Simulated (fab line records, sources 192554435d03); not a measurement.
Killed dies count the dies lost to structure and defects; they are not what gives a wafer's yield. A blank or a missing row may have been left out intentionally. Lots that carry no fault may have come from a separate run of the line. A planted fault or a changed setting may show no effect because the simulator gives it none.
fab line records | flow n5Finfet | part 1 of 2: steps 1 to 4 of 6
record lots=24 wafers=72 lastDay=18
route steps=1938 shown HKMG_FIN@430 GATE_CUT@477 MOL_CONTACT_COAG@532
lots that met no fault: taken from a fault-free run of the same line
startH: the number of hours between the record's first day and the start of the first shown wafer of the lot | waitH: hours elapsed since this lot's preceding step | " repeats the value in the row above | L1.1+2: a row that stands for several wafers | - no value, or no start was given | * or withheld: withheld | < > ~ a bound
route shown NAME@n: NAME is a module with steps in the file, n the number in the route of the first one | usual: average and standard deviation across the fault-free wafers | same: alike in all rows | chamber/n: place in a boat | sites: per-site readings | _std_site: standard deviation across them | _edge_site: outer sites' mean less inner sites' | radiusMm: for every site, how far away it sits from the centre of the wafer | mask NAME#n: copy n | behind: the most recent tool/chamber to have shaped the wafer | hold: reason for holding the lot/hours on hold/outcome of the hold | device: transistor that didn't switch, given as n, p or np | end of line: the same wafers' tests at the end of the route | where a step has no rows: the recipe by itself | killed: at the first sort, the dies lost to defects and structure; wafer yield is something else | map: the dies of a wafer, with x for killed, . for not killed, _ for no die there
set.NAME: the setting as run; set.NAME@STEP: as run at that earlier step | model.NAME: the simulator's own value behind a step, which no gauge read
a sample of lots followed through the steps of the route, with each step as a table and each wafer as a row
services: a tool's chamber out of use, with start hour (startH, from the record's first day; less than 0 if before it), hours out, and reason
## steps
# step N5_HKMG_FIN_CD_MEAS_12
# recipe targetCdNm=92.8 landingEnergyEv=500 detector=seInlens
# usual cdNm=92.8/0.53
# columns lot.wafer tool chamber startH waitH cdNm
L074.3 cdSem-02 0 76.04 - 93.5
L074.4 " 0 " " 93.1
L074.5 " 0 " " 93.1
L075.1 cdSem-01 0 84.19 - 92.2
L075.2 " 0 " " 93.2
L075.5 " 0 " " 92.7
L076.2 cdSem-03 0 86.63 - 92.6
L076.3 " 0 " " 93.1
L076.4 " 0 " " 92.5
L077.1 cdSem-01 0 96.74 - 93.4
L077.3 " 0 " " 92.7
L077.4 " 0 " " 93.1
L079.2 cdSem-02 0 105.00 - 93.0
L079.4 " 0 " " 93.4
L079.6 " 0 " " 92.9
L078.1 cdSem-01 0 107.30 - 92.4
L078.2 " 0 " " 93.1
L078.5 " 0 " " 92.4
L080.1 cdSem-03 0 114.14 - 93.2
L080.2 " 0 " " 93.2
L080.4 " 0 " " 93.1
L081.1 cdSem-01 0 120.15 - 93.1
L081.3 " 0 " " 92.9
L081.6 " 0 " " 92.9
L082.1 cdSem-02 0 129.98 - 92.5
L082.3 " 0 " " 92.9
L082.5 " 0 " " 93.2
L083.1 cdSem-03 0 132.17 - 92.2
L083.3 " 0 " " 93.0
L083.4 " 0 " " 92.9
L084.1 cdSem-02 0 138.03 - 92.5
L084.3 " 0 " " 93.4
L084.6 " 0 " " 93.4
L085.3 cdSem-01 0 144.27 - 93.2
L085.4 " 0 " " 92.9
L085.5 " 0 " " 92.2
L086.4 cdSem-02 0 153.23 - 93.2
L086.5 " 0 " " 93.2
L086.6 " 0 " " 93.4
L087.1 cdSem-03 0 154.72 - 92.0
L087.2 " 0 " " 92.4
L087.5 " 0 " " 92.4
L088.2 cdSem-01 0 163.70 - 92.4
L088.4 " 0 " " 92.3
L088.5 " 0 " " 91.9
L089.1 cdSem-03 0 168.18 - 93.3
L089.5 " 0 " " 93.1
L089.6 " 0 " " 92.9
L090.1 cdSem-01 0 176.86 - 93.2
L090.2 " 0 " " 92.1
L090.5 " 0 " " 92.8
L091.2 cdSem-02 0 179.81 - 93.3
L091.3 " 0 " " 92.1
L091.6 " 0 " " 92.3
L092.1 cdSem-03 0 184.56 - 91.1
L092.3 " 0 " " 90.9
L092.4 " 0 " " 91.7
L093.3 cdSem-02 0 194.32 - 92.5
L093.5 " 0 " " 92.5
L093.6 " 0 " " 92.7
L094.1 cdSem-03 0 196.28 - 91.9
L094.2 " 0 " " 92.3
L094.6 " 0 " " 92.6
L095.2 cdSem-02 0 205.67 - 93.5
L095.3 " 0 " " 92.4
L095.5 " 0 " " 93.6
L096.1 cdSem-02 0 209.18 - 92.8
L096.2 " 0 " " 93.0
L096.4 " 0 " " 92.3
L097.1 cdSem-02 0 215.82 - 93.5
L097.4 " 0 " " 93.4
L097.6 " 0 " " 93.9
# step N5_HKMG_FIN_OVL_MEAS_13
# recipe pointsPerWafer=44
# usual NWFM_OVL=0.3/0.69
# columns lot.wafer tool chamber startH waitH NWFM_OVL[nm]
L074.3 overlay-01 0 76.07 0.0 -0.4
L074.4 " 0 " " 0.6
L074.5 " 0 " " 0.8
L075.1 overlay-01 0 84.22 0.0 0.8
L075.2 " 0 " " -0.1
L075.5 " 0 " " 0.8
L076.2 overlay-02 0 86.66 0.0 -0.3
L076.3 " 0 " " 0.2
L076.4 " 0 " " -0.4
L077.1 overlay-01 0 96.77 0.0 1.6
L077.3 " 0 " " 1.1
L077.4 " 0 " " -0.4
L079.2 overlay-02 0 105.04 0.0 0.5
L079.4 " 0 " " 0.4
L079.6 " 0 " " 1.3
L078.1 overlay-01 0 107.33 0.0 0.2
L078.2 " 0 " " 0.2
L078.5 " 0 " " -0.2
L080.1 overlay-01 0 114.17 0.0 0.4
L080.2 " 0 " " 0.1
L080.4 " 0 " " 0.7
L081.1 overlay-02 0 120.18 0.0 0.7
L081.3 " 0 " " 1.1
L081.6 " 0 " " 1.2
L082.1 overlay-02 0 130.01 0.0 0.7
L082.3 " 0 " " 0.5
L082.5 " 0 " " 0.5
L083.1 overlay-02 0 132.20 0.0 0.2
L083.3 " 0 " " 0.3
L083.4 " 0 " " 0.4
L084.1 overlay-01 0 138.06 0.0 1.2
L084.3 " 0 " " 1.6
L084.6 " 0 " " 1.2
L085.3 overlay-01 0 144.30 0.0 -0.5
L085.4 " 0 " " -0.1
L085.5 " 0 " " 1.2
L086.4 overlay-01 0 153.25 0.0 1.5
L086.5 " 0 " " 0.8
L086.6 " 0 " " 0.5
L087.1 overlay-02 0 154.75 0.0 -0.3
L087.2 " 0 " " 1.1
L087.5 " 0 " " -0.3
L088.2 overlay-02 0 163.73 0.0 0.3
L088.4 " 0 " " 1.2
L088.5 " 0 " " 0.5
L089.1 overlay-02 0 168.21 0.0 0.1
L089.5 " 0 " " -0.3
L089.6 " 0 " " 0.3
L090.1 overlay-02 0 176.89 0.0 -0.7
L090.2 " 0 " " 0.4
L090.5 " 0 " " -0.1
L091.2 overlay-01 0 179.84 0.0 1.2
L091.3 " 0 " " 0.5
L091.6 " 0 " " 0.4
L092.1 overlay-01 0 184.59 0.0 0.0
L092.3 " 0 " " -0.2
L092.4 " 0 " " -0.7
L093.3 overlay-02 0 194.35 0.0 1.2
L093.5 " 0 " " 1.9
L093.6 " 0 " " 1.3
L094.1 overlay-01 0 196.31 0.0 0.0
L094.2 " 0 " " 1.3
L094.6 " 0 " " 0.2
L095.2 overlay-01 0 205.70 0.0 -0.6
L095.3 " 0 " " -0.3
L095.5 " 0 " " -0.6
L096.1 overlay-02 0 209.21 0.0 1.1
L096.2 " 0 " " 0.1
L096.4 " 0 " " 0.6
L097.1 overlay-01 0 215.85 0.0 -0.1
L097.4 " 0 " " 0.8
L097.6 " 0 " " 0.1
# step N5_HKMG_FIN_STRIP_90
# recipe chemistry=N2/H2 material=SOC timeS=20 powerW=500 tempC=40 pressureMtorr=50 rfFrequencyHz=6e+07 biasPowerW=8 h2Frac=0.5 n2FlowSccm=300 h2FlowSccm=300
# usual drypumpMotorCurrentA=5.8/0.37 oesProductAu=0.78/0.1 powerW=499.9/1.5 rfVppV=54.2/0.99 showerheadPlenumPTorr=3.32/0.14 throttleValvePct=19.1/0.35
# columns lot.wafer tool chamber startH waitH drypumpMotorCurrentA oesProductAu powerW rfHoursCounterH rfVppV showerheadPlenumPTorr throttleValvePct
L074.3 rieDiel-06 3 78.79 0.0 6.5 0.69 500.7 228 55.2 3.33 19.3
L074.4 " 2 " " 6.3 0.71 500.1 212 53.0 3.33 19.2
L074.5 " 0 " " 5.8 0.87 498.8 - 55.0 3.27 18.8
L075.1 rieDiel-03 1 86.77 0.0 5.9 0.69 500.9 229 55.4 3.46 19.7
L075.2 " 3 " " 6.1 0.82 500.7 78 52.6 3.54 18.9
L075.5 " 1 " " 5.9 0.69 499.0 - 54.4 3.46 19.7
L076.2 rieDiel-05 1 89.20 0.0 6.0 0.71 502.3 183 53.7 3.21 18.5
L076.3 " 0 " " 5.3 0.73 499.1 204 52.4 3.20 19.6
L076.4 " 3 " " 5.8 0.70 500.5 238 54.9 3.18 18.7
L077.1 rieDiel-05 1 99.29 0.0 6.0 0.70 500.3 186 55.1 3.20 18.5
L077.3 " 3 " " 5.9 0.69 501.6 241 54.1 3.18 18.7
L077.4 " 2 " " 5.4 0.70 499.6 245 53.8 3.17 19.0
L079.2 rieDiel-03 3 107.76 0.0 6.1 0.80 500.3 85 54.3 3.53 18.9
L079.4 " 2 " " 6.2 0.77 502.0 138 54.9 3.11 19.1
L079.6 " 1 " " 5.9 0.69 499.2 - 55.2 3.46 19.6
L078.1 rieDiel-05 3 109.84 0.0 5.8 0.70 498.8 244 54.3 3.18 18.7
L078.2 " 0 " " 5.3 0.72 500.3 211 54.6 3.19 19.6
L078.5 " 1 " " 6.0 0.70 499.0 - 55.5 3.20 18.6
L080.1 rieDiel-05 0 116.78 0.0 5.3 0.72 500.6 214 54.3 3.19 19.6
L080.2 " 1 " " 6.0 0.70 500.2 192 52.3 3.20 18.6
L080.4 " 0 " " 5.3 0.72 499.1 - 52.0 3.19 19.6
L081.1 rieDiel-03 2 124.49 0.0 6.2 0.76 499.5 146 53.0 3.11 19.1
L081.3 " 3 " " 6.1 0.80 499.3 90 55.3 3.53 18.9
L081.6 " 0 " " 5.6 0.72 500.6 - 54.9 3.33 18.8
L082.1 rieDiel-05 0 133.56 0.0 5.3 0.72 500.6 215 54.2 3.19 19.6
L082.3 " 3 " " 5.8 0.69 499.9 249 54.0 3.18 18.7
L082.5 " 3 " " 5.8 0.70 501.3 - 54.6 3.18 18.7
L083.1 rieDiel-06 1 134.98 0.0 5.4 0.95 499.7 13 54.2 3.57 19.4
L083.3 " 2 " " 6.3 0.69 498.4 237 54.9 3.32 19.3
L083.4 " 1 " " 5.3 0.95 499.7 - 55.4 3.57 19.4
L084.1 rieDiel-03 2 140.60 0.0 6.2 0.75 497.9 152 51.5 3.11 19.1
L084.3 " 3 " " 6.2 0.80 497.9 97 54.3 3.53 18.9
L084.6 " 1 " " 5.9 0.67 496.6 - 54.7 3.45 19.7
L085.3 rieDiel-06 2 147.54 0.0 6.3 0.68 502.5 243 52.2 3.31 19.3
L085.4 " 1 " " 5.4 0.93 500.8 - 53.9 3.57 19.4
L085.5 " 2 " " 6.3 0.69 500.7 - 55.5 3.31 19.3
L086.4 rieDiel-06 0 156.08 0.0 5.8 0.83 502.3 92 55.4 3.25 18.8
L086.5 " 2 " " 6.3 0.69 500.1 - 54.2 3.31 19.3
L086.6 " 1 " " 5.4 0.91 497.7 - 55.8 3.57 19.4
L087.1 rieDiel-06 3 158.61 0.0 6.5 0.95 498.9 3 54.1 3.31 18.9
L087.2 " 2 " " 6.3 0.69 499.6 250 54.9 3.31 19.3
L087.5 " 1 " " 5.4 0.92 497.0 - 55.0 3.56 19.4
L088.2 rieDiel-06 3 167.47 0.0 6.4 0.93 498.9 10 52.5 3.31 18.9
L088.4 " 0 " " 5.8 0.82 501.5 - 54.4 3.25 18.9
L088.5 " 1 " " 5.4 0.90 499.0 - 54.9 3.56 19.4
L089.1 rieDiel-03 2 171.86 0.0 6.1 0.75 499.0 168 52.9 3.10 19.1
L089.5 " 0 " " 5.6 0.71 498.1 - 54.3 3.32 18.8
L089.6 " 3 " " 6.2 0.78 500.7 - 53.7 3.52 19.0
L090.1 rieDiel-06 3 180.33 0.0 6.4 0.91 501.3 17 54.6 3.31 18.9
L090.2 " 2 " " 6.3 1.02 499.5 4 53.2 3.31 18.9
L090.5 " 2 " " 6.3 1.01 501.6 - 55.0 3.31 18.9
L091.2 rieDiel-06 0 183.01 0.0 5.8 0.81 498.9 109 55.0 3.24 18.9
L091.3 " 1 " " 5.4 0.90 499.1 41 55.1 3.56 19.4
L091.6 " 0 " " 5.8 0.81 497.3 - 54.7 3.24 18.9
L092.1 rieDiel-03 3 187.18 0.0 6.1 0.77 499.8 121 54.0 3.51 19.0
L092.3 " 0 " " 5.6 0.70 498.7 230 53.8 3.32 18.8
L092.4 " 1 " " 5.9 0.94 496.6 14 55.2 3.44 19.3
L093.3 rieDiel-05 1 197.01 0.0 5.9 0.69 500.3 203 53.9 3.20 18.6
L093.5 " 1 " " 6.0 0.69 499.9 - 53.9 3.20 18.6
L093.6 " 2 " " 5.4 0.97 497.5 - 54.6 3.57 18.6
L094.1 rieDiel-03 2 199.09 0.0 6.2 0.73 504.5 180 52.6 3.09 19.2
L094.2 " 1 " " 5.9 0.92 500.4 20 54.4 3.44 19.3
L094.6 " 2 " " 6.1 0.73 502.9 - 54.0 3.09 19.2
L095.2 rieDiel-06 1 208.40 0.0 5.4 0.88 500.3 49 54.0 3.55 19.4
L095.3 " 0 " " 5.8 0.81 500.6 116 52.9 3.24 18.9
L095.5 " 2 " " 6.3 0.98 498.3 - 54.6 3.30 18.9
L096.1 rieDiel-05 2 211.99 0.0 5.4 0.95 499.5 13 53.7 3.57 18.6
L096.2 " 3 " " 5.8 0.98 501.8 3 53.0 3.58 18.3
L096.4 " 0 " " 5.3 0.70 500.5 230 54.5 3.19 19.6
L097.1 rieDiel-03 1 218.37 0.0 5.9 0.90 500.6 28 54.7 3.43 19.3
L097.4 " 0 " " 5.6 0.69 498.5 244 54.9 3.31 18.9
L097.6 " 3 " " 6.1 0.76 499.4 - 53.8 3.51 19.0
# step N5_GATE_CUT_HM_DEP_46
# recipe material=SiO2 targetThkA=1300 tempC=400 precursor=TEOS/O2 pressureTorr=6.5 rfW=900 teosFlowSccm=161.4 gas=O2 flowSccm=2650 timeS=26.6
# usual heaterPowerW=562/110 showerheadPlenumPTorr=8.33/0.048 throttleValvePct=18.3/0.58
# columns lot.wafer tool chamber startH waitH heaterPowerW showerheadPlenumPTorr sinceWetCleanH throttleValvePct
L074.3 pecvd-02 0 84.05 0.0 345 8.35 310 18.0
L074.4 " 1 " " 740 8.36 - 19.3
L074.5 " 2 " " 506 8.29 - 18.4
L075.1 pecvd-03 0 93.05 0.0 550 8.30 616 17.9
L075.2 " 1 " " 615 8.40 1341 18.0
L075.5 " 2 " " 369 8.27 - 18.4
L076.2 pecvd-03 2 94.95 0.0 497 8.28 2068 18.4
L076.3 " 1 " " 675 8.43 1343 17.8
L076.4 " 2 " " 513 8.29 - 18.3
L077.1 pecvd-04 2 104.53 0.0 672 8.37 54 16.8
L077.3 " 1 " " 601 8.29 1533 17.8
L077.4 " 1 " " 614 8.31 - 18.1
L079.2 pecvd-02 0 112.97 0.0 458 8.35 339 18.2
L079.4 " 0 " " 471 8.34 - 18.6
L079.6 " 2 " " 488 8.27 - 18.7
L078.1 pecvd-03 1 115.65 0.0 531 8.42 1363 18.4
L078.2 " 0 " " 509 8.33 638 17.9
L078.5 " 0 " " 515 8.34 - 17.8
L080.1 pecvd-02 1 122.04 0.0 722 8.36 1913 19.1
L080.2 " 0 " " 399 8.36 348 18.3
L080.4 " 0 " " 416 8.33 - 18.4
L081.1 pecvd-02 0 129.95 0.0 428 8.34 356 18.4
L081.3 " 1 " " 669 8.36 1921 19.0
L081.6 " 1 " " 670 8.37 - 19.2
L082.1 pecvd-02 2 139.12 0.0 565 8.28 438 18.4
L082.3 " 1 " " 742 8.36 1931 19.0
L082.5 " 0 " " 462 8.34 - 18.2
L083.1 pecvd-03 1 140.29 0.0 628 8.43 1388 18.1
L083.3 " 2 " " 422 8.28 2113 18.1
L083.4 " 1 " " 656 8.41 - 18.1
L084.1 pecvd-02 1 146.35 0.0 693 8.36 1938 19.2
L084.3 " 0 " " 445 8.34 372 18.2
L084.6 " 0 " " 441 8.37 - 18.2
L085.3 pecvd-03 2 152.90 0.0 419 8.27 2126 18.4
L085.4 " 0 " " 554 8.32 - 18.0
L085.5 " 1 " " 632 8.42 - 17.8
L086.4 pecvd-03 0 161.49 0.1 473 8.32 - 17.7
L086.5 " 2 " " 496 8.29 - 18.5
L086.6 " 1 " " 669 8.43 - 17.8
L087.1 pecvd-02 1 163.99 0.0 748 8.35 1955 19.1
L087.2 " 0 " " 448 8.36 390 18.3
L087.5 " 2 " " 588 8.29 - 18.5
L088.2 pecvd-03 2 172.64 0.0 473 8.26 2145 18.4
L088.4 " 1 " " 568 8.44 - 18.0
L088.5 " 2 " " 470 8.28 - 18.2
L089.1 pecvd-03 1 177.34 0.0 574 8.42 1425 17.8
L089.5 " 2 " " 436 8.29 - 18.4
L089.6 " 0 " " 417 8.32 - 18.0
L090.1 pecvd-02 1 185.50 0.0 726 8.37 1977 19.0
L090.2 " 1 " " 746 8.36 - 19.2
L090.5 " 1 " " 746 8.35 - 19.2
L091.2 pecvd-04 2 188.53 0.0 640 8.36 138 16.9
L091.3 " 0 " " 469 8.28 892 19.2
L091.6 " 0 " " 484 8.26 - 18.9
L092.1 pecvd-02 0 193.15 0.0 414 8.35 419 18.3
L092.3 " 2 " " 550 8.27 492 18.5
L092.4 " 0 " " 432 8.34 - 18.3
L093.3 pecvd-04 0 202.25 0.0 485 8.29 906 18.9
L093.5 " 0 " " 474 8.28 - 19.0
L093.6 " 2 " " 544 8.37 - 16.9
L094.1 pecvd-04 1 204.46 0.0 679 8.29 1633 18.0
L094.2 " 2 " " 604 8.39 154 16.9
L094.6 " 2 " " 614 8.36 - 16.8
L095.2 pecvd-02 2 213.57 0.0 596 8.28 512 18.7
L095.3 " 1 " " 742 8.36 2005 19.0
L095.5 " 0 " " 335 8.35 - 18.4
L096.1 pecvd-02 0 217.19 0.0 431 8.35 443 18.4
L096.2 " 1 " " 706 8.38 2009 19.1
L096.4 " 2 " " 533 8.28 - 18.4
L097.1 pecvd-04 0 223.79 0.1 492 8.27 928 19.2
L097.4 " 1 " " 596 8.32 - 18.3
L097.6 " 0 " " 493 8.29 - 19.1
